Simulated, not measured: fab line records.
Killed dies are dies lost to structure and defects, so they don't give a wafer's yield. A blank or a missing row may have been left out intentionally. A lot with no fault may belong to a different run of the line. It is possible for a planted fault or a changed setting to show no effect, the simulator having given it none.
Which tool did it? -- flow n5-finfet -- 12 lots, 36 wafers sampled, at 1 step of a route of 1938

## WHAT EACH GAUGE READ, for each wafer
N5_FIN_CUT_INSPECT_10: inspects for defects (brightfield).
lot,measured,on,raw-defect-count
L075,day 2 08:38,defect-inspect-02,39 46 40
L077,day 2 20:19,defect-inspect-02,38 46 28
L079,day 3 10:53,defect-inspect-02,51 40 57
L081,day 3 21:53,defect-inspect-02,49 59 32
L083,day 4 09:32,defect-inspect-02,33 30 23
L085,day 4 21:28,defect-inspect-01,46 35 35
L087,day 5 10:26,defect-inspect-01,57 40 38
L089,day 5 22:53,defect-inspect-01,32 27 37
L091,day 6 09:02,defect-inspect-02,44 41 31
L093,day 6 22:07,defect-inspect-02,63 33 41
L095,day 7 10:11,defect-inspect-01,40 43 67
L097,day 7 21:25,defect-inspect-01,34 56 46

## EACH LOT AND THE TOOL THAT RAN IT (in order: tool; ch and the chambers of the sampled wafers; start)
The record holds no process step before these readings.

## THE ANSWER, worked out from the rows above alone
Rule: usual is defined by the lots themselves. Put in order of their means at a reading, lots are off if they are a third of the lots or fewer, leave a main group of 4 or more, and stand apart from it by a gap of 3 or more times the standard deviation of the main group's means; of several such gaps the widest counts. Not used: any main group whose means are identical at the precision the tables above print for the reading. Also off: a lot with no number at a reading for which 4 or more lots have one. The other lots that the step has rows for count as sound.
No lot is off at any reading shown: from this, nothing can be told.

## WHAT WAS PUT IN BY THE SIMULATOR
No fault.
